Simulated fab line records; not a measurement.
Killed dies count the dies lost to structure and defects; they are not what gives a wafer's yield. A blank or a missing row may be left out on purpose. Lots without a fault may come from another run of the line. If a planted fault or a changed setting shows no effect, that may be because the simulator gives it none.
fab line records	flow nandHarc
[record] lots = 7	wafers = 19	lastDay = 24
route steps=1159 shown P_M0@264
lots that met no fault: from a run of the same line without faults
startH: start of the lot's first displayed wafer, in hours after the record's first day	waitH: how many hours have passed since the lot's step before this one	" as in the row above	L1.1+2: one row covering several wafers at once	- no value present, or no start provided	* or withheld: withheld	< > ~ a bound
route shown NAME@n: names a module that has steps shown in the file, with the first one's number in the route	usual: mean and standard deviation over wafers with no fault	same: alike in all rows	chamber/n: place in a boat	sites: the reading at each site	_std_site: the standard deviation of these	_edge_site: mean of outer sites minus mean of inner sites	radiusMm: how far each site lies from the wafer's centre	mask NAME#n: copy n	behind: the most recent tool/chamber to have shaped the wafer	hold: why the lot was held/for how many hours/how that ended	device: which transistor (n, p or np) failed to switch	end of line: the tests these same wafers got at the end of their route	where a step has no rows: the recipe by itself	killed: the dies lost at the first sort to structure and to defects; this is not the yield of the wafer	map: the dies of a wafer, with x for killed, . for not killed, _ for no die there
set.NAME: the run value of the setting; set.NAME@STEP: its run value at that earlier step	model.NAME: the simulator's own value behind a step, which no gauge read
certain route steps with their lots: each step a table, each wafer a row
services: a tool's chamber out of use, with start hour (startH, from the record's first day; less than 0 if before it), hours out, and reason
[[steps]]
[step NHARC_P_M0_OVL_MEAS_10]
[recipe] pitchNm = 180
[usual] overlayXNm = 0.1/0.86	overlayYNm = -0.2/0.78
lot.wafer	tool	chamber	startH	waitH	overlayXNm	overlayYNm
L872.2	overlay-01	-	123.08	-	-0.7	-0.9
L872.3	"	-	"	"	0.1	-1.0
L872.4	"	-	"	"	-0.2	-1.0
L876.1	overlay-01	-	138.60	-	1.5	0.6
L876.2	"	-	"	"	1.3	0.8
L876.4	"	-	"	"	0.8	1.0
L883.1	overlay-02	-	191.81	-	-0.7	-0.4
L883.4	"	-	"	"	-1.0	-0.3
L883.5	"	-	"	"	-0.6	-0.3
L884.1	overlay-01	-	192.34	-	-0.3	1.0
L884.6	"	-	"	"	-0.1	1.4
L886.3	overlay-02	-	195.27	-	-0.4	-0.5
L886.6	"	-	"	"	-0.1	0.0
L895.1	overlay-01	-	253.67	-	-0.9	0.2
L895.4	"	-	"	"	-0.6	0.1
L895.6	"	-	"	"	-1.0	0.0
L894.1	overlay-01	-	255.20	-	-0.4	-0.2
L894.2	"	-	"	"	-0.3	-0.1
L894.5	"	-	"	"	-0.2	-0.4
[step NHARC_P_M0_INSPECT_11]
[usual] rawDefectCount = 3.5/2.1
lot.wafer	tool	chamber	startH	waitH	rawDefectCount
L872.2	defectInspect-02	-	123.12	0.0	5
L872.3	"	-	"	"	4
L872.4	"	-	"	"	1
L876.1	defectInspect-02	-	138.64	0.0	6
L876.2	"	-	"	"	6
L876.4	"	-	"	"	3
L883.1	defectInspect-02	-	191.85	0.0	1
L883.4	"	-	"	"	2
L883.5	"	-	"	"	3
L884.1	defectInspect-02	-	192.38	0.0	6
L884.6	"	-	"	"	6
L886.3	defectInspect-02	-	195.31	0.0	6
L886.6	"	-	"	"	5
L895.1	defectInspect-01	-	253.70	0.0	3
L895.4	"	-	"	"	5
L895.6	"	-	"	"	4
L894.1	defectInspect-01	-	255.24	0.0	5
L894.2	"	-	"	"	2
L894.5	"	-	"	"	3
[step NHARC_P_M0_DESCUM_14]
[recipe] timeS = 3	o2FlowSccm = 200	arFlowSccm = 0	biasPowerW = 0	chemistry = O2
[step NHARC_P_M0_ETCH_34]
[recipe] targetDepthA = 400	overetchA = 120	timeS = 43.94	ionEnergyEv = 200	n2FlowSccm = 150	h2FlowSccm = 150	arFlowSccm = 0	rfW = 400	biasW = 150	chemistry = N2/H2
[usual] drypumpMotorCurrentA = 5.5/0.4	mfcArSccm = 0.002/0.0051	oesProductAu = 0.997/0.012	rfVppV = 431.9/2.3	showerheadPlenumPTorr = 2.09/0.082	throttleValvePct = 14.171/0.0078
lot.wafer	tool	chamber	startH	waitH	drypumpMotorCurrentA	mfcArSccm	oesProductAu	rfHoursCounterH	rfVppV	showerheadPlenumPTorr	throttleValvePct
L872.4	rieDiel-01	2	123.27	0.1	5.2	0	0.997	10	433.4	2.20	14.165
L872.2	"	3	"	"	5.9	0.004	1.002	9	432.5	2.13	14.174
L872.3	"	0	"	"	6.0	0.003	1.000	9	428.3	1.92	14.160
L876.1	rieDiel-03	0	138.78	0.1	5.5	0	0.998	6	433.1	2.13	14.163
L876.2	"	1	"	"	5.6	0	1.024	7	434.2	2.19	14.179
L876.4	"	3	"	"	5.8	0	0.989	6	432.1	2.11	14.177
L883.1	rieDiel-08	0	192.01	0.1	5.9	0	0.995	4	429.8	2.07	14.181
L883.4	"	1	"	"	5.4	0	0.971	4	432.9	2.11	14.167
L883.5	"	2	"	"	4.8	0	0.993	-	431.9	2.13	14.164
L884.1	rieDiel-08	2	192.52	0.1	4.8	0	0.993	4	432.6	2.13	14.171
L884.6	"	3	"	"	5.1	0.001	0.994	-	427.2	1.92	14.157
L886.3	rieDiel-08	2	195.47	0.1	4.8	0	0.993	4	432.8	2.13	14.171
L886.6	"	1	"	"	5.4	0	0.980	-	434.5	2.11	14.171
L895.4	rieDiel-01	2	253.86	0.1	5.2	0	1.003	8	434.2	2.20	14.173
L895.1	"	3	"	"	5.9	0.004	0.995	8	433.3	2.13	14.169
L895.6	"	1	"	"	6.3	0.008	0.991	-	431.9	2.05	14.180
L894.1	rieDiel-08	0	255.39	0.1	5.9	0	0.999	8	431.9	2.06	14.181
L894.2	"	2	"	"	4.9	0	0.993	8	434.2	2.13	14.163
L894.5	"	0	"	"	5.9	0	0.990	-	430.5	2.06	14.185
[step NHARC_P_M0_ETCH_15]
[recipe] targetDepthA = 1500	overetchA = 150	timeS = 82.5	c4f8FlowSccm = withheld	arFlowSccm = 400	rfW = 600	biasW = 300	chemistry = C4F8/Ar
[step NHARC_P_M0_CD_MEAS_16]
[usual] cdNm = 90.0/1.1
lot.wafer	tool	chamber	startH	waitH	cdNm
L872.2	cdSem-03	-	123.48	-	89.6
L872.3	"	-	"	"	88.3
L872.4	"	-	"	"	91.1
L876.1	cdSem-03	-	139.00	-	90.5
L876.2	"	-	"	"	91.5
L876.4	"	-	"	"	90.8
L883.1	cdSem-03	-	192.21	-	91.6
L883.4	"	-	"	"	87.7
L883.5	"	-	"	"	89.7
L884.1	cdSem-03	-	192.74	-	90.9
L884.6	"	-	"	"	87.7
L886.3	cdSem-02	-	195.67	-	91.9
L886.6	"	-	"	"	90.7
L895.1	cdSem-03	-	254.06	-	88.4
L895.4	"	-	"	"	89.2
L895.6	"	-	"	"	90.6
L894.1	cdSem-03	-	255.60	-	90.5
L894.2	"	-	"	"	91.8
L894.5	"	-	"	"	90.9
[step NHARC_P_M0_STRIP_18]
[recipe] powerW = 1000	n2FlowSccm = 150	h2FlowSccm = 150	arFlowSccm = 0	biasW = 0	chemistry = N2/H2
[usual] drypumpMotorCurrentA = 5.6/0.41	mfcArSccm = 0.002/0.0042	oesProductAu = 0.999/0.012	rfVppV = 90.9/0.97	showerheadPlenumPTorr = 2.09/0.088	throttleValvePct = 14.169/0.0094
lot.wafer	tool	chamber	startH	waitH	drypumpMotorCurrentA	mfcArSccm	oesProductAu	rfHoursCounterH	rfVppV	showerheadPlenumPTorr	throttleValvePct
L872.2	rieDiel-08	0	123.55	0.1	5.9	0	1.008	11	91.3	2.07	14.183
L872.4	"	1	"	"	5.4	0	1.009	13	91.2	2.11	14.151
L872.3	"	2	"	"	4.8	0	0.981	12	89.9	2.13	14.174
L876.1	rieDiel-08	1	139.11	0.1	5.4	0	0.983	0	92.3	2.11	14.163
L876.2	"	2	"	"	4.9	0	0.991	0	91.7	2.13	14.169
L876.4	"	2	"	"	4.8	0	0.986	-	91.3	2.13	14.160
L883.4	rieDiel-01	1	192.31	0.1	6.3	0.008	0.992	4	91.9	2.05	14.186
L883.1	"	2	"	"	5.2	0	1.010	3	91.9	2.20	14.179
L883.5	"	1	"	"	6.2	0.008	1.001	-	90.9	2.05	14.175
L884.1	rieDiel-01	3	192.89	0.2	5.9	0.004	0.996	3	91.5	2.13	14.179
L884.6	"	1	"	"	6.3	0.008	0.999	-	92.5	2.05	14.172
L886.3	rieDiel-08	3	195.74	0.1	5.1	0.001	1.004	3	90.3	1.92	14.179
L886.6	"	0	"	"	5.8	0	0.988	-	91.3	2.07	14.171
L895.1	rieDiel-08	0	254.15	0.1	5.9	0	1.000	8	91.2	2.06	14.175
L895.4	"	2	"	"	4.8	0	0.992	8	91.5	2.13	14.160
L895.6	"	1	"	"	5.4	0	0.993	-	90.8	2.11	14.163
L894.1	rieDiel-08	2	255.70	0.1	4.9	0	1.001	8	91.4	2.12	14.173
L894.2	"	3	"	"	5.1	0.001	1.012	8	90.0	1.91	14.174
L894.5	"	2	"	"	4.8	0	0.994	-	91.8	2.12	14.170
[step NHARC_P_M0_STRIP_19]
[recipe] timeS = 600	tempC = 30	chemistry = postEtchResidueRemover
[step NHARC_P_M0_DEGAS_28]
[recipe] tempC = 250	timeS = 60
[usual] heaterPowerW = 317/24
lot.wafer	tool	chamber	startH	waitH	heaterPowerW
L872.2	pvdSputter-03	-	124.10	-	351
L872.3	"	-	"	"	354
L872.4	"	-	"	"	316
L876.1	pvdSputter-02	-	139.67	-	292
L876.2	"	-	"	"	303
L876.4	"	-	"	"	287
L883.1	pvdSputter-02	-	192.83	-	335
L883.4	"	-	"	"	301
L883.5	"	-	"	"	285
L884.1	pvdSputter-01	-	193.37	-	349
L884.6	"	-	"	"	349
L886.3	pvdSputter-02	-	196.31	-	329
L886.6	"	-	"	"	305
L895.1	pvdSputter-03	-	254.70	-	305
L895.4	"	-	"	"	358
L895.6	"	-	"	"	304
L894.1	pvdSputter-03	-	256.26	-	309
L894.2	"	-	"	"	307
L894.5	"	-	"	"	302
[step NHARC_P_M0_PRE_CLEAN_29]
[recipe] timeS = 30	tempC = 280	gas = H2/He
[usual] heaterPowerW = 391/30
lot.wafer	tool	chamber	startH	waitH	heaterPowerW
L872.2	pvdSputter-03	-	-	-	427
L872.4	"	-	"	"	372
L872.3	"	-	"	"	445
L876.2	pvdSputter-02	-	-	-	402
L876.1	"	-	"	"	366
L876.4	"	-	"	"	374
L883.4	pvdSputter-02	-	-	-	392
L883.1	"	-	"	"	354
L883.5	"	-	"	"	398
L884.1	pvdSputter-01	-	-	-	428
L884.6	"	-	"	"	396
L886.3	pvdSputter-02	-	-	-	377
L886.6	"	-	"	"	343
L895.1	pvdSputter-03	-	-	-	433
L895.4	"	-	"	"	377
L895.6	"	-	"	"	435
L894.2	pvdSputter-03	-	-	-	384
L894.1	"	-	"	"	442
L894.5	"	-	"	"	424
[step NHARC_P_M0_PVD_20]
[recipe] targetThkA = 50	biasV = 168.6	powerW = 15000	chamberPressurePa = 0.12	timeS = 8.06	substrateTempC = 50	material = TaN
[step NHARC_P_M0_PVD_21]
[recipe] targetThkA = 300	chamberPressurePa = 5	powerW = 5000	substrateTempC = 30	timeS = 20.49	material = Cu
[usual] throttleValvePct = 30.0/0.9
lot.wafer	tool	chamber	startH	waitH	throttleValvePct
L872.3	pvdSputter-03	-	-	-	30.3
L872.2	"	-	"	"	29.4
L872.4	"	-	"	"	31.1
L876.4	pvdSputter-02	-	-	-	29.8
L876.1	"	-	"	"	31.2
L876.2	"	-	"	"	28.7
L883.1	pvdSputter-02	-	-	-	30.2
L883.4	"	-	"	"	30.4
L883.5	"	-	"	"	30.9
L884.1	pvdSputter-01	-	-	-	28.9
L884.6	"	-	"	"	28.8
L886.3	pvdSputter-02	-	-	-	30.0
L886.6	"	-	"	"	30.7
L895.4	pvdSputter-03	-	-	-	30.5
L895.1	"	-	"	"	29.4
L895.6	"	-	"	"	30.5
L894.1	pvdSputter-03	-	-	-	29.3
L894.2	"	-	"	"	30.8
L894.5	"	-	"	"	29.3
[step NHARC_P_M0_ECD_22]
[recipe] targetThkA = 4000	bathTempC = 25	material = Cu
lot.wafer	tool	chamber	startH	waitH
L872.2+4+3	ecdCu-02	0,1,0	124.52	-
L876.2+1+4	ecdCu-02	1,0,0	140.03	-
L883.1+4+5	ecdCu-02	0,1,1	193.24	-
L884.1+6	ecdCu-02	1,0	193.77	-
L886.3+6	ecdCu-02	0,1	196.76	-
L895.1+4+6	ecdCu-01	0,1,1	255.06	-
L894.2+1+5	ecdCu-01	0,1,0	256.62	-
[step NHARC_P_M0_ANNEAL_30]
[recipe] tempC = 225	timeS = 90
[step NHARC_P_M0_CMP_23]
[recipe] tOverpolishS = 20	targetThkNm = 117.53
[usual] motorCurrentA = 12.1/1.1	timeToEndpointS = 29/3.3
lot.wafer	tool	chamber	startH	waitH	motorCurrentA	timeToEndpointS
L872.3	cmp-01	0	125.22	-	12.6	39
L872.2	"	1	"	"	13.3	28
L872.4	"	2	"	"	11.3	31
L876.4	cmp-01	1	140.75	-	13.5	29
L876.1	"	2	"	"	11.5	26
L876.2	"	0	"	"	12.4	36
L883.1	cmp-04	0	193.97	-	12.1	9
L883.4	"	1	"	"	13.0	24
L883.5	"	0	"	"	12.8	29
L884.1	cmp-01	3	194.44	-	11.6	7
L884.6	"	3	"	"	11.0	26
L886.3	cmp-04	2	197.42	-	11.3	10
L886.6	"	1	"	"	13.0	28
L895.4	cmp-01	1	255.78	-	13.8	27
L895.1	"	0	"	"	12.0	37
L895.6	"	1	"	"	13.2	27
L894.2	cmp-04	2	257.37	-	11.1	33
L894.1	"	3	"	"	11.0	29
L894.5	"	1	"	"	12.8	28
[step NHARC_P_M0_THK_MEAS_24]
[recipe] thkMeasGauge = xrf
[usual] thkNm = 117.4/1.6
lot.wafer	tool	chamber	startH	waitH	thkNm
L872.2	filmMetro-02	-	125.51	-	117.5
L872.3	"	-	"	"	120.4
L872.4	"	-	"	"	116.0
L876.1	filmMetro-01	-	141.06	-	116.4
L876.2	"	-	"	"	121.0
L876.4	"	-	"	"	115.4
L883.1	filmMetro-02	-	194.26	-	116.2
L883.4	"	-	"	"	116.1
L883.5	"	-	"	"	117.5
L884.1	filmMetro-01	-	194.76	-	116.2
L884.6	"	-	"	"	117.4
L886.3	filmMetro-01	-	197.70	-	117.8
L886.6	"	-	"	"	115.3
L895.1	filmMetro-02	-	256.09	-	120.9
L895.4	"	-	"	"	115.0
L895.6	"	-	"	"	118.2
L894.1	filmMetro-01	-	257.66	-	116.1
L894.2	"	-	"	"	120.3
L894.5	"	-	"	"	115.5
[[services]]
tool	chamber	startH	hours	kind
pvdSputter-03	-	102.02	10.0	pm
rieDiel-08	0	103.83	-	clean
cmp-01	-	104.81	0.3	repair
cmp-04	-	105.01	4.0	pm
rieDiel-08	0	108.26	11.1	repair
rieDiel-08	3	113.28	4.1	repair
rieDiel-08	-	124.80	9.0	pm
rieDiel-03	0	132.94	2.5	repair
pvdSputter-03	-	136.77	1.8	repair
rieDiel-01	-	137.80	9.0	pm
pvdSputter-01	-	158.00	10.0	pm
cmp-01	-	171.65	0.4	repair
ecdCu-02	-	180.00	8.0	pm
cmp-01	-	180.13	4.0	pm
cmp-04	-	198.58	2.2	repair
pvdSputter-03	-	201.02	6.9	repair
cmp-04	-	202.03	1.2	repair
pvdSputter-02	-	206.51	0.8	repair
rieDiel-01	1	209.32	3.8	repair
pvdSputter-02	-	214.01	10.0	pm
rieDiel-03	-	215.30	9.0	pm
cmp-04	-	225.27	1.4	repair
ecdCu-02	-	230.75	2.8	repair
rieDiel-03	-	234.95	1.7	repair
[[key]]
[firstSign] step = NHARC_P_M0_CMP_23	reading = timeToEndpointS	direction = down	sigmas = 6.1	usual = *	struck = *
effect none on later readings
metAt NHARC_P_M0_ECD_22
struckWafers L883.1,L884.1,L886.3
sortLeftOut L883.1,L884.1,L886.3
[fault] kind = processParameterDrift	tool = ecdCu-02	chamber = -	onsetH = 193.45	steps = NHARC_P_M0_ECD_22	channel = targetThkA	offset = *	shape = step	endH = 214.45	scope = struckWafersOnly	actsIn = *	stated = *
// sortLeftOut: the simulated sort isn't trusted on such a fault, so these wafers' sort isn't shown, and their yield isn't known
